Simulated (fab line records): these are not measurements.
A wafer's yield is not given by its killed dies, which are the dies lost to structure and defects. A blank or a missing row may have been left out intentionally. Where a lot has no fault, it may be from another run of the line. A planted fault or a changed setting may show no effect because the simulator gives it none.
Which of the tools did it? / flow n5_finfet / 12 lots with 36 wafers sampled at 5 steps, on a route of 1938 steps

WHAT THE GAUGES READ, wafer by wafer
N5_BEOL_M2_INSPECT_59: inspects for defects (darkfield).
lot=L075; measured=day 7 05:13; on=defect_inspect-02; raw_defect_count=96 73 88
lot=L077; measured=day 7 18:16; on=defect_inspect-01; raw_defect_count=60 49 35
lot=L079; measured=day 8 03:49; on=defect_inspect-02; raw_defect_count=94 139 97
lot=L082; measured=day 9 07:40; on=defect_inspect-02; raw_defect_count=101 67 72
lot=L083; measured=day 9 10:28; on=defect_inspect-02; raw_defect_count=40 88 94
lot=L085; measured=day 10 01:40; on=defect_inspect-01; raw_defect_count=135 108 99
lot=L086; measured=day 10 05:07; on=defect_inspect-01; raw_defect_count=87 91 119
lot=L089; measured=day 11 05:05; on=defect_inspect-02; raw_defect_count=90 59 79
lot=L091; measured=day 11 18:46; on=defect_inspect-01; raw_defect_count=78 55 36
lot=L092; measured=day 12 02:38; on=defect_inspect-02; raw_defect_count=75 88 86
lot=L094; measured=day 12 11:41; on=defect_inspect-02; raw_defect_count=82 80 58
lot=L096; measured=day 12 14:21; on=defect_inspect-02; raw_defect_count=64 64 58

TOOL THAT RAN EACH LOT (tool first, then ch and the chambers of the sampled wafers, then the start)
lot=L075; N5_BEOL_M2_TRENCH_ETCH_37=rie_diel-01 ch 0,1,3, day 7 03:21 or earlier; N5_BEOL_M2_ANNEAL_89=pvd_sputter-01, day 7 03:21; N5_BEOL_M2_SPUTTER_94=pvd_sputter-01, day 7 03:56; N5_BEOL_M2_CO_CAP_55=cvd_co-02 ch 0,1, day 7 05:01
lot=L077; N5_BEOL_M2_TRENCH_ETCH_37=rie_diel-01 ch 0,3, day 7 16:23 or earlier; N5_BEOL_M2_ANNEAL_89=pvd_sputter-01, day 7 16:23; N5_BEOL_M2_SPUTTER_94=pvd_sputter-01, day 7 16:58; N5_BEOL_M2_CO_CAP_55=cvd_co-02 ch 0,1,2, day 7 18:03
lot=L079; N5_BEOL_M2_TRENCH_ETCH_37=rie_diel-01 ch 1,3, day 8 01:55 or earlier; N5_BEOL_M2_ANNEAL_89=pvd_sputter-02, day 8 01:55; N5_BEOL_M2_SPUTTER_94=pvd_sputter-02, day 8 02:30; N5_BEOL_M2_CO_CAP_55=cvd_co-01 ch 1,2, day 8 03:36
lot=L082; N5_BEOL_M2_TRENCH_ETCH_37=rie_diel-01 ch 0,1,2, day 9 04:44 or earlier; N5_BEOL_M2_ANNEAL_89=pvd_sputter-03, day 9 04:44; N5_BEOL_M2_SPUTTER_94=pvd_sputter-03, day 9 05:19; N5_BEOL_M2_CO_CAP_55=cvd_co-01 ch 0,1,2, day 9 07:28
lot=L083; N5_BEOL_M2_TRENCH_ETCH_37=rie_diel-03 ch 0,1,2, day 9 07:53 or earlier; N5_BEOL_M2_ANNEAL_89=pvd_sputter-02, day 9 07:53; N5_BEOL_M2_SPUTTER_94=pvd_sputter-02, day 9 08:50; N5_BEOL_M2_CO_CAP_55=cvd_co-01 ch 0,2, day 9 10:16
lot=L085; N5_BEOL_M2_TRENCH_ETCH_37=rie_diel-04 ch 2,3, day 9 23:45 or earlier; N5_BEOL_M2_ANNEAL_89=pvd_sputter-01, day 9 23:45; N5_BEOL_M2_SPUTTER_94=pvd_sputter-01, day 10 00:20; N5_BEOL_M2_CO_CAP_55=cvd_co-02 ch 0,1, day 10 01:27
lot=L086; N5_BEOL_M2_TRENCH_ETCH_37=rie_diel-04 ch 2,3, day 10 03:11 or earlier; N5_BEOL_M2_ANNEAL_89=pvd_sputter-03, day 10 03:11; N5_BEOL_M2_SPUTTER_94=pvd_sputter-03, day 10 03:46; N5_BEOL_M2_CO_CAP_55=cvd_co-01 ch 0,1,2, day 10 04:55
lot=L089; N5_BEOL_M2_TRENCH_ETCH_37=rie_diel-01 ch 1,2,3, day 11 02:32 or earlier; N5_BEOL_M2_ANNEAL_89=pvd_sputter-02, day 11 02:32; N5_BEOL_M2_SPUTTER_94=pvd_sputter-02, day 11 03:41; N5_BEOL_M2_CO_CAP_55=cvd_co-01 ch 0,1, day 11 04:51
lot=L091; N5_BEOL_M2_TRENCH_ETCH_37=rie_diel-01 ch 0,3, day 11 16:53 or earlier; N5_BEOL_M2_ANNEAL_89=pvd_sputter-01, day 11 16:53; N5_BEOL_M2_SPUTTER_94=pvd_sputter-01, day 11 17:28; N5_BEOL_M2_CO_CAP_55=cvd_co-02 ch 0,1,2, day 11 18:34
lot=L092; N5_BEOL_M2_TRENCH_ETCH_37=rie_diel-03 ch 0,1,3, day 12 00:46 or earlier; N5_BEOL_M2_ANNEAL_89=pvd_sputter-02, day 12 00:46; N5_BEOL_M2_SPUTTER_94=pvd_sputter-02, day 12 01:20; N5_BEOL_M2_CO_CAP_55=cvd_co-01 ch 0,1,2, day 12 02:26
lot=L094; N5_BEOL_M2_TRENCH_ETCH_37=rie_diel-03 ch 1,2,3, day 12 09:49 or earlier; N5_BEOL_M2_ANNEAL_89=pvd_sputter-03, day 12 09:49; N5_BEOL_M2_SPUTTER_94=pvd_sputter-03, day 12 10:23; N5_BEOL_M2_CO_CAP_55=cvd_co-01 ch 0,1, day 12 11:29
lot=L096; N5_BEOL_M2_TRENCH_ETCH_37=rie_diel-01 ch 1,2,3, day 12 12:29 or earlier; N5_BEOL_M2_ANNEAL_89=pvd_sputter-01, day 12 12:29; N5_BEOL_M2_SPUTTER_94=pvd_sputter-01, day 12 13:04; N5_BEOL_M2_CO_CAP_55=cvd_co-02 ch 0,1,2, day 12 14:08
- N5_BEOL_M2_TRENCH_ETCH_37: etches SiOC in C4F6/O2, target depth 55.555 nm, time 29.2 s.
- N5_BEOL_M2_ANNEAL_89: time 240 s.
- N5_BEOL_M2_SPUTTER_94: material Cu, target thk 4.5 nm, time 8.29 s.
- N5_BEOL_M2_CO_CAP_55: material Co, precursor CCTBA/H2, target thk 2 nm, time 102.1 s.

THE ANSWER, worked out from the rows above alone
Rule: what is usual is taken from the lots themselves. Put in order of their means at a reading, lots are off if they are a third of the lots or fewer, leave a main group of 4 or more, and stand apart from it by a gap of 3 or more times the standard deviation of the main group's means; of several such gaps the widest counts. The tables above print the reading to a certain number of digits; a main group whose means all agree to those digits is not used. A lot without any number at a reading at which 4 lots or more have one is off too. Any other lot the step has rows for is counted as sound.
No lot is off on any of the readings shown, so nothing can be concluded from this.

WHAT THE SIMULATOR HAD INSERTED
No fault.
